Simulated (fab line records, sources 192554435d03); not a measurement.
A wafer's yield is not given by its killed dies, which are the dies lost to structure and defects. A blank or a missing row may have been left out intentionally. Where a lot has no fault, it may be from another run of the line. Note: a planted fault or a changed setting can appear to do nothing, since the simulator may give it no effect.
Split-lot study | flow n5Finfet | route with 1938 steps; 7 lots, 21 wafers read

## THE SPLIT ITSELF
At N5_BEOL_M15_TRENCH_ETCH_34 (etches SiO2 in C4F8/O2/Ar, target depth 872.93 nm, time 199 s), the setting biasW was moved away from the recipe's 2040 W on 7 of the 21 wafers read, by -11.7% to +9.9%. The other wafers ran this setting at the recipe's value.

The reading comes from the split's own step.

## THE READING
rfVppV, in V, at N5_BEOL_M15_TRENCH_ETCH_34 (etches SiO2 in C4F8/O2/Ar, target depth 872.93 nm, time 199 s). On this fab line, fault-free wafers typically give 2231 V with a standard deviation of 34 V.

wafer  | tool, chamber at the split | biasW as run, W | against the recipe | rfVppV, V | against lot-mates on the recipe
L075.1 | rieDiel-06, 2              | 1841            | -9.8%              | 2112      | -101
L075.3 | rieDiel-06, 0              | 1841            | -9.8%              | 2050      | -163
L075.5 | rieDiel-06, 3              | 2040            | recipe             | 2213      | -
L081.1 | rieDiel-06, 1              | 2040            | recipe             | 2224      | -
L081.2 | rieDiel-06, 3              | 1802            | -11.7%             | 2028      | -196
L081.5 | rieDiel-06, 0              | 1802            | -11.7%             | 2019      | -205
L085.1 | rieDiel-06, 0              | 2040            | recipe             | 2203      | -
L085.2 | rieDiel-06, 1              | 2040            | recipe             | 2224      | -
L085.5 | rieDiel-06, 3              | 2141            | +5.0%              | 2287      | +74
L086.2 | rieDiel-05, 2              | 2040            | recipe             | 2181      | -
L086.3 | rieDiel-05, 1              | 2040            | recipe             | 2244      | -
L086.5 | rieDiel-05, 1              | 2040            | recipe             | 2245      | -
L090.1 | rieDiel-06, 2              | 2040            | recipe             | 2267      | -
L090.3 | rieDiel-06, 3              | 2040            | recipe             | 2213      | -
L090.5 | rieDiel-06, 2              | 2040            | recipe             | 2268      | -
L093.2 | rieDiel-05, 3              | 2241            | +9.9%              | 2316      | +136
L093.4 | rieDiel-05, 0              | 2241            | +9.9%              | 2429      | +249
L093.6 | rieDiel-05, 2              | 2040            | recipe             | 2180      | -
L096.1 | rieDiel-05, 3              | 2040            | recipe             | 2168      | -
L096.2 | rieDiel-05, 0              | 2040            | recipe             | 2276      | -
L096.3 | rieDiel-05, 2              | 2040            | recipe             | 2180      | -

FIT RESULTS
A straight line over all 21 wafers: rfVppV changes by +15.6 V for each +1% of biasW; r = +0.93; the points scatter about the line by 37 V.
The same after taking each lot's own level away (the mean of its wafers on the recipe; 21 wafers): +16.9 V for each +1%; r = +0.94; scatter 35 V.
That fit puts the effect of the largest move of biasW on the reading at 2e+02 V.
From 2180.0 to 2249.3 V: that is the span of the lots' own levels, equal to 2.0 times the standard deviation above.
The two slopes agree, so the slope changes little with the lot-to-lot level.
Check: with one of the wafers moved furthest among these (-11.7%) left out of the fit, the line predicts -191 V for it against its lot-mates. Against them it came out at -196 V.
Tool readings at the split's step, against how far the setting was moved: rfVppV r = +0.93.

## FURTHER SPLITS ON THESE WAFERS
Other splits were also applied to these wafers ahead of the reading. Each is held against what the fit with the lots' levels taken away leaves over:
other split on the same wafers | wafers away from the commonest value | r with rfVppV (lot level and that fit taken away)
N5_BEOL_M14_SPUTTER_43 powerW  | 7                                    | -0.18
N5_BEOL_M15_ETCH_61 timeS      | 4                                    | +0.25

## THE FILE'S OWN FIT
rfVppV changes by +16.7 V for each +1% of biasW, r = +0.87.
